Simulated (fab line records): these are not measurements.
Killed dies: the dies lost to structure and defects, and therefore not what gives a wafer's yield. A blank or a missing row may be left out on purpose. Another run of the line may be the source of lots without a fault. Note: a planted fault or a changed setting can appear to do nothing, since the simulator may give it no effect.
fab line records	flow nand-harc
record: lots: 14	wafers: 40	last-day: 33
route steps=1302 shown A_CHANNEL_HOLE_D1@464
lots untouched by any fault: they come from a run of this same line in which no faults occurred
start-h: hours from the record's first day to the start of the lot's first wafer shown	wait-h: hours elapsed since this lot's preceding step	" as in the row above	L1.1+2: a single row standing in for several wafers	- no value present, or no start provided	* or withheld: withheld	< > ~ a bound
route shown NAME@n: a module of which the file shows steps, and the number in the route of the first	usual: mean and standard deviation over wafers with no fault	same: alike in all rows	chamber/n: place in a boat	sites: readings site by site	_std_site: standard deviation of those values	_edge_site: the outer-site mean with the inner-site mean subtracted	radius-mm: how far each site lies from the wafer's centre	mask NAME#n: copy n	behind: the most recent tool/chamber to have shaped the wafer	hold: why the lot was held/for how many hours/how that ended	device: the n, p or np transistor that did not switch	end of line: at the end of the route, the tests of the same wafers	a step without rows: its recipe alone	killed: dies that structure and defects cost at the first sort, which is not the same as the wafer's yield	map: per-die view of a wafer (x killed, . not killed, _ where there is no die)
set.NAME: the setting the step ran with; set.NAME@STEP: the setting that earlier step ran with	model.NAME: the simulator's own value behind a step, which no gauge read
a sample of lots followed through the steps of the route, with each step as a table and each wafer as a row
services: when a tool's chamber went out of use (start-h, in hours from the record's first day, below 0 if earlier), for how many hours, and the reason
== steps ==
step: NHARC_A_CHANNEL_HOLE_D1_INSPECT_12
usual: raw-defect-count: 5.3/2.7
lot.wafer	tool	chamber	start-h	wait-h	raw-defect-count
L599.2	defect-inspect-01	-	185.49	0.0	7
L599.3	"	-	"	"	3
L599.6	"	-	"	"	5
L600.1	defect-inspect-01	-	203.26	0.0	2
L600.4	"	-	"	"	5
L600.6	"	-	"	"	5
L602.1	defect-inspect-01	-	206.92	0.0	4
L602.5	"	-	"	"	2
L602.6	"	-	"	"	4
L604.2	defect-inspect-02	-	221.69	0.0	5
L604.3	"	-	"	"	4
L604.6	"	-	"	"	6
L603.2	defect-inspect-01	-	222.04	0.0	9
L603.5	"	-	"	"	4
L603.6	"	-	"	"	9
L605.1	defect-inspect-01	-	238.74	0.0	3
L605.2	"	-	"	"	10
L605.6	"	-	"	"	1
L606.1	defect-inspect-01	-	253.98	0.0	9
L606.3	"	-	"	"	8
L606.5	"	-	"	"	9
L608.1	defect-inspect-02	-	265.38	0.1	4
L608.6	"	-	"	"	5
L609.1	defect-inspect-02	-	285.45	0.0	6
L609.6	"	-	"	"	6
L617.1	defect-inspect-01	-	355.12	0.0	3
L617.3	"	-	"	"	13
L617.4	"	-	"	"	2
L618.1	defect-inspect-01	-	368.28	0.1	5
L618.3	"	-	"	"	3
L618.4	"	-	"	"	5
L619.1	defect-inspect-02	-	380.58	0.0	8
L619.4	"	-	"	"	10
L619.5	"	-	"	"	6
L620.1	defect-inspect-02	-	391.61	0.0	8
L620.4	"	-	"	"	3
L620.5	"	-	"	"	5
L621.2	defect-inspect-02	-	405.04	0.0	3
L621.3	"	-	"	"	1
L621.6	"	-	"	"	2
step: NHARC_A_CHANNEL_HOLE_D1_ETCH_16
recipe: target-depth-a: 31000	over-etch-frac: 0.3	time-s: 806	ion-energy-ev: 150	o2-flow-sccm: 400	cos-flow-sccm: 20	ar-flow-sccm: 0	rf-w: 500	bias-w: 300	chemistry: O2/COS
usual: drypump-motor-current-A: 6.06/0.27	oes-product-au: 1.004/0.012	rf-vpp-V: 314.9/2	run-length-s: 827.2/0.53	showerhead-plenum-p-Torr: 3.18/0.13	throttle-valve-pct: 28.329/0.0088
lot.wafer	tool	chamber	start-h	wait-h	drypump-motor-current-A	oes-product-au	rf-hours-counter-h	rf-vpp-V	run-length-s	showerhead-plenum-p-Torr	throttle-valve-pct
L599.2	rie-diel-10	0	186.18	-	6.02	1.013	9	315.8	827.7	3.27	28.329
L599.3	"	1	"	"	5.94	0.995	10	314.3	826.6	3.16	28.334
L599.6	"	0	"	"	6.02	0.999	-	316.1	828.0	3.27	28.340
L600.1	rie-diel-12	3	204.14	0.1	6.33	1.009	36	316.0	828.0	3.19	28.335
L600.4	"	3	"	"	6.32	0.998	-	314.4	827.8	3.19	28.330
L600.6	"	3	"	"	6.32	1.005	-	317.0	827.7	3.19	28.339
L602.1	rie-diel-10	1	207.68	-	5.95	0.985	12	313.8	826.9	3.16	28.325
L602.6	"	0	"	"	6.02	1.001	-	317.3	827.8	3.27	28.336
L602.5	"	3	"	"	6.23	0.987	-	316.5	826.5	3.34	28.338
L604.2	rie-diel-10	0	222.64	-	6.00	1.000	13	316.1	827.9	3.27	28.327
L604.3	"	2	"	"	6.29	1.007	10	311.5	826.6	2.95	28.327
L604.6	"	0	"	"	5.99	1.004	-	316.9	828.0	3.27	28.332
L603.2	rie-diel-10	0	223.25	-	6.04	0.995	14	317.3	828.0	3.27	28.314
L603.6	"	1	"	"	5.97	0.997	-	315.1	827.0	3.16	28.338
L603.5	"	2	"	"	6.33	0.999	-	311.1	827.1	2.95	28.334
L605.2	rie-diel-10	1	239.38	-	5.95	1.008	15	313.3	826.7	3.16	28.324
L605.1	"	2	"	"	6.29	0.997	11	310.9	827.0	2.95	28.329
L605.6	"	1	"	"	5.90	0.995	-	316.0	826.7	3.16	28.315
L606.3	rie-diel-10	3	254.57	-	6.24	1.000	0	317.7	826.6	3.34	28.325
L606.1	"	2	"	"	6.27	1.010	0	310.9	826.8	2.95	28.330
L606.5	"	0	"	"	6.02	1.018	-	316.9	828.1	3.27	28.310
L608.1	rie-diel-10	3	266.14	-	6.24	0.993	1	317.9	826.6	3.34	28.328
L608.6	"	0	"	"	6.00	1.020	-	316.7	605.9	3.27	28.341
L609.1	rie-diel-10	1	286.04	-	5.95	0.988	3	313.6	826.6	3.15	28.332
L609.6	"	2	"	"	6.29	1.029	-	313.1	605.0	2.95	28.331
L617.3	rie-diel-10	1	356.16	-	5.93	0.993	10	313.8	826.6	3.15	28.323
L617.4	"	2	"	"	6.28	1.030	10	311.6	826.8	2.95	28.324
L617.1	"	3	"	"	6.23	1.013	10	317.7	826.6	3.34	28.331
L618.1	rie-diel-10	0	368.92	-	6.02	1.020	12	315.4	827.6	3.26	28.329
L618.3	"	1	"	"	5.94	1.009	11	313.2	826.9	3.15	28.343
L618.4	"	2	"	"	6.31	1.021	11	312.8	826.8	2.95	28.327
L619.1	rie-diel-10	1	381.22	-	5.97	1.004	12	315.2	826.7	3.15	28.329
L619.4	"	3	"	"	6.20	0.999	12	315.1	826.4	3.34	28.326
L619.5	"	0	"	"	6.04	1.017	-	316.9	827.8	3.26	28.328
L620.1	rie-diel-10	3	392.32	-	6.24	1.006	13	317.9	826.9	3.33	28.335
L620.4	"	0	"	"	6.02	1.016	14	316.2	828.1	3.26	28.332
L620.5	"	2	"	"	6.30	1.008	-	312.6	827.3	2.94	28.309
L621.3	rie-diel-10	1	405.69	-	5.97	1.002	15	313.8	827.0	3.15	28.338
L621.2	"	3	"	"	6.25	1.004	14	316.5	826.6	3.33	28.341
L621.6	"	0	"	"	6.00	1.024	-	316.1	827.6	3.26	28.327
step: NHARC_A_CHANNEL_HOLE_D1_CD_MEAS_18
usual: cd-nm: 98.8/2.5
lot.wafer	tool	chamber	start-h	wait-h	cd-nm
L599.2	cd-sem-03	-	186.87	-	106.1
L599.3	"	-	"	"	98.8
L599.6	"	-	"	"	105.3
L600.1	cd-sem-01	-	205.07	0.8	100.3
L600.4	"	-	"	"	98.3
L600.6	"	-	"	"	100.4
L602.1	cd-sem-03	-	208.31	-	100.3
L602.5	"	-	"	"	101.5
L602.6	"	-	"	"	97.3
L604.2	cd-sem-03	-	223.22	-	104.2
L604.3	"	-	"	"	94.2
L604.6	"	-	"	"	99.3
L603.2	cd-sem-01	-	223.66	-	97.2
L603.5	"	-	"	"	91.5
L603.6	"	-	"	"	97.6
L605.1	cd-sem-03	-	239.90	-	101.6
L605.2	"	-	"	"	97.8
L605.6	"	-	"	"	98.1
L606.1	cd-sem-03	-	255.15	-	100.1
L606.3	"	-	"	"	96.8
L606.5	"	-	"	"	99.2
L608.1	cd-sem-03	-	266.55	-	97.3
L608.6	"	-	"	"	101.4
L609.1	cd-sem-01	-	286.61	-	96.4
L609.6	"	-	"	"	97.3
L617.1	cd-sem-02	-	356.73	-	98.1
L617.3	"	-	"	"	100.1
L617.4	"	-	"	"	99.1
L618.1	cd-sem-01	-	369.50	-	97.2
L618.3	"	-	"	"	98.5
L618.4	"	-	"	"	100.9
L619.1	cd-sem-02	-	381.74	-	99.0
L619.4	"	-	"	"	97.1
L619.5	"	-	"	"	99.8
L620.1	cd-sem-02	-	392.78	-	96.8
L620.4	"	-	"	"	102.6
L620.5	"	-	"	"	103.6
L621.2	cd-sem-01	-	406.22	-	95.3
L621.3	"	-	"	"	99.4
L621.6	"	-	"	"	99.9
step: NHARC_A_CHANNEL_HOLE_D1_ETCH_24
recipe: bias-v: 5000	source-w: withheld	pressure-mtorr: 20	time-s: 906.2	ar-flow-sccm: 375	c4f8-flow-sccm: 93.8	o2-flow-sccm: 31.2	temp-c: -20	target-depth-a: 15000	chemistry: C4F8/O2/Ar
usual: drypump-motor-current-A: 6.06/0.23	he-backside-leak-sccm: 6.2/0.91	run-length-s: 891.2/0	showerhead-plenum-p-Torr: 3.51/0.062	throttle-valve-pct: 32.236/0.009
lot.wafer	tool	chamber	start-h	wait-h	drypump-motor-current-A	he-backside-leak-sccm	rf-hours-counter-h	run-length-s	showerhead-plenum-p-Torr	throttle-valve-pct
L599.2	har-etch-01	0	189.20	0.6	6.26	5.0	94	891.2	3.63	32.245
L599.3	"	0	"	"	6.26	5.2	-	891.2	3.63	32.226
L599.6	"	0	"	"	6.24	5.0	-	891.2	3.63	32.242
L600.1	har-etch-01	1	207.27	0.6	6.23	5.7	102	891.2	3.50	32.239
L600.4	"	1	"	"	6.29	5.6	-	891.2	3.50	32.243
L600.6	"	1	"	"	6.21	5.7	-	891.2	3.50	32.230
L602.1	har-etch-01	1	215.55	0.6	6.24	5.8	109	891.2	3.50	32.247
L602.6	"	1	"	"	6.25	5.8	-	891.2	3.50	32.231
L602.5	"	0	"	"	6.24	5.2	-	891.2	3.62	32.251
L604.2	har-etch-02	0	225.42	0.6	5.72	7.4	315	891.2	3.50	32.259
L604.3	"	1	"	"	5.77	6.4	-	891.2	3.48	32.237
L604.6	"	0	"	"	5.72	7.1	-	891.2	3.50	32.240
L603.2	har-etch-01	1	226.47	0.6	6.28	5.8	117	891.2	3.49	32.238
L603.5	"	1	"	"	6.24	5.8	-	891.2	3.49	32.228
L603.6	"	0	"	"	6.22	5.2	-	891.2	3.62	32.230
L605.1	har-etch-01	0	242.10	0.6	6.23	5.1	125	891.2	3.61	32.240
L605.2	"	1	"	"	6.23	5.6	125	891.2	3.49	32.243
L605.6	"	0	"	"	6.23	5.4	-	891.2	3.61	32.225
L606.1	har-etch-01	0	259.65	0.6	6.26	5.1	136	891.2	3.61	32.232
L606.3	"	1	"	"	6.23	5.9	-	891.2	3.48	32.232
L606.5	"	0	"	"	6.22	5.1	-	891.2	3.61	32.247
L608.1	har-etch-02	0	269.40	0.6	5.72	7.2	341	891.2	3.49	32.230
L608.6	"	0	"	"	5.73	7.7	-	891.2	3.49	32.225
L609.1	har-etch-02	1	288.97	0.6	5.79	8.3	353	891.2	3.46	32.239
L609.6	"	0	"	"	5.73	7.2	-	891.2	3.48	32.235
L617.1	har-etch-02	0	360.69	0.6	5.74	7.4	395	891.2	3.46	32.230
L617.3	"	0	"	"	5.72	7.4	-	891.2	3.46	32.241
L617.4	"	1	"	"	5.81	7.1	-	891.2	3.44	32.230
L618.1	har-etch-02	1	371.69	0.6	5.82	7.2	399	891.2	3.44	32.228
L618.3	"	1	"	"	5.82	7.1	-	891.2	3.44	32.237
L618.4	"	0	"	"	5.73	7.7	-	891.2	3.46	32.240
L619.1	har-etch-01	1	386.95	0.6	6.26	5.9	209	891.2	3.45	32.237
L619.4	"	0	"	"	6.24	5.5	-	891.2	3.57	32.214
L619.5	"	1	"	"	6.26	5.9	-	891.2	3.45	32.235
L620.1	har-etch-01	0	398.83	0.6	6.22	5.4	220	891.2	3.56	32.239
L620.4	"	0	"	"	6.23	5.5	-	891.2	3.56	32.243
L620.5	"	1	"	"	6.26	5.9	-	891.2	3.44	32.238
L621.2	har-etch-01	1	408.54	0.6	6.21	6.0	224	891.2	3.44	32.240
L621.3	"	1	"	"	6.22	5.7	-	891.2	3.44	32.237
L621.6	"	0	"	"	6.22	5.5	-	891.2	3.56	32.245
== services ==
tool	chamber	start-h	hours	kind
rie-diel-10	0	172.98	-	clean
rie-diel-10	1	172.98	-	clean
rie-diel-10	2	172.98	-	clean
rie-diel-10	3	172.98	-	clean
rie-diel-10	2	183.50	8.9	repair
rie-diel-12	1	187.16	4.0	repair
rie-diel-12	2	195.04	16.3	repair
rie-diel-12	0	195.35	17.2	repair
rie-diel-10	0	197.48	-	clean
rie-diel-10	1	197.48	-	clean
rie-diel-10	2	197.48	-	clean
rie-diel-10	3	197.48	-	clean
rie-diel-10	2	201.88	16.8	repair
rie-diel-10	0	221.98	-	clean
rie-diel-10	1	221.98	-	clean
rie-diel-10	2	221.98	-	clean
rie-diel-10	3	221.98	-	clean
rie-diel-10	-	242.74	9.0	pm
rie-diel-12	-	268.43	9.0	pm
har-etch-01	-	284.24	5.7	repair
rie-diel-12	-	286.44	1.5	repair
rie-diel-10	3	313.12	1.3	repair
har-etch-02	-	382.67	17.0	pm
rie-diel-10	2	393.87	4.1	repair
== key ==
first-sign: step: NHARC_A_CHANNEL_HOLE_D1_ETCH_16	reading: run-length-s	direction: down	sigmas: 99+	usual: *	struck: *
effect none on later readings
met-at NHARC_A_CHANNEL_HOLE_D1_ETCH_16
struck-lots L608,L609
struck-wafers L608.6,L609.6
later-rows-left-out L608.6,L609.6
sort-left-out L608.6,L609.6
tester-left-out L608,L609
not-acting-at NHARC_A_CHANNEL_HOLE_D1_INSPECT_12,NHARC_A_CHANNEL_HOLE_D1_CD_MEAS_18,NHARC_A_CHANNEL_HOLE_D1_ETCH_24
onset-between 254.57 266.14
fault: kind: process-parameter-drift	tool: rie-diel-10	chamber: -	onset-h: 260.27	steps: NHARC_A_CHANNEL_HOLE_D1_ETCH_16	channel: time-s	offset: *	shape: step	end-h: 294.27	scope: struck-wafers-only	acts-in: *	stated: *
tester-left-out: of these lots the tester's yield and bins aren't shown, on N5 and GAA mostly nor the transistor test; their killed dies are dies lost to structure and defects alone, not to doping, threshold or leakage, so they don't give the yield
sort-left-out: the simulated sort isn't trusted on such a fault, so these wafers' sort isn't shown, and their yield isn't known
later-rows-left-out: the simulator's readings of these wafers behind a module that went badly wrong aren't trusted and aren't shown, but for the sort
